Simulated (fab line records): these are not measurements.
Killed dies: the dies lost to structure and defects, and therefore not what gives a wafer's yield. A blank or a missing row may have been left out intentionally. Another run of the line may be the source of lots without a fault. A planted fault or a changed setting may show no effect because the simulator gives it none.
Split-lot trial ; flow n5_finfet ; 21 wafers read across 7 lots, on a route 1938 steps long

## THE SPLIT ITSELF
At N5_MIM_BOT_ETCH_ETCH_04 (etches SiNx in CF4/O2, target depth 26 nm, time 13 s), the setting time_s was moved away from the recipe's 13 s on 7 of the 21 wafers read, by -19.0% to +20.4%. For the rest of the wafers, this setting stayed at what the recipe calls for.

The reading comes from the split's own step.

## THE READING
etch.depth_nm (the simulator's own value, which no gauge read), in nm, at N5_MIM_BOT_ETCH_ETCH_04 (etches SiNx in CF4/O2, target depth 26 nm, time 13 s). There is no usual value for it anywhere in the file. Across the 14 wafers here that went through the recipe, the average is 25.74 nm and the standard deviation 0.61 nm.

wafer;tool, chamber at the split;time_s as run, s;against the recipe;etch.depth_nm, nm;against lot-mates on the recipe
L079.2;rie_diel-01, 0;13;recipe;26.27;-
L079.5;rie_diel-01, 3;10.53;-19.0%;20.17;-6.08
L079.6;rie_diel-01, 0;13;recipe;26.23;-
L080.1;rie_diel-03, 0;13;recipe;25.32;-
L080.5;rie_diel-03, 2;13;recipe;24.13;-
L080.6;rie_diel-03, 3;15.5;+19.2%;30.15;+5.42
L083.1;rie_diel-01, 1;13;recipe;26.15;-
L083.2;rie_diel-01, 3;13;recipe;25.21;-
L083.4;rie_diel-01, 0;15.18;+16.8%;30.97;+5.29
L088.2;rie_diel-01, 2;15.65;+20.4%;31.17;+5.23
L088.3;rie_diel-01, 0;13;recipe;26.27;-
L088.5;rie_diel-01, 2;13;recipe;25.62;-
L092.2;rie_diel-03, 0;13;recipe;25.28;-
L092.5;rie_diel-03, 1;13;recipe;25.52;-
L092.6;rie_diel-03, 2;13;recipe;25.59;-
L095.1;rie_diel-06, 3;10.62;-18.3%;21.12;-5.46
L095.3;rie_diel-06, 2;10.62;-18.3%;21.6;-4.98
L095.6;rie_diel-06, 2;13;recipe;26.58;-
L097.2;rie_diel-06, 2;13;recipe;26.14;-
L097.3;rie_diel-06, 0;13;recipe;26.06;-
L097.6;rie_diel-06, 1;14.7;+13.1%;30.43;+4.33

THE FIT
A straight line over all 21 wafers: etch.depth_nm changes by +0.269 nm for each +1% of time_s; r = +0.97; the points scatter about the line by 0.67 nm.
The same after taking each lot's own level away (the mean of its wafers on the recipe; 21 wafers): +0.292 nm for each +1%; r = +0.99; scatter 0.39 nm.
Per that fit: largest time_s move, reading shift of 6 nm.
From 24.725 to 26.580 nm: that is the span of the lots' own levels, equal to 3.0 times the standard deviation above.
Hence the lot-to-lot level has little effect on the slope; both slopes agree.
Check: for one of the wafers moved furthest among these (+20.4%), held out of the fit, the line's prediction against its lot-mates is +6.14 nm. It came out at +5.23 nm against them.

## OTHER SPLITS APPLIED TO THESE WAFERS
Before the reading, these wafers also passed through other splits. Each is held against what the fit with the lots' levels taken away leaves over:
other split on the same wafers;wafers away from the commonest value;r with etch.depth_nm (lot level and that fit taken away)
N5_BEOL_M15_ETCH_61 time_s;7;-0.11

## FILE'S OWN FIT
etch.depth_nm changes by +0.293 nm for each +1% of time_s, r = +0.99.
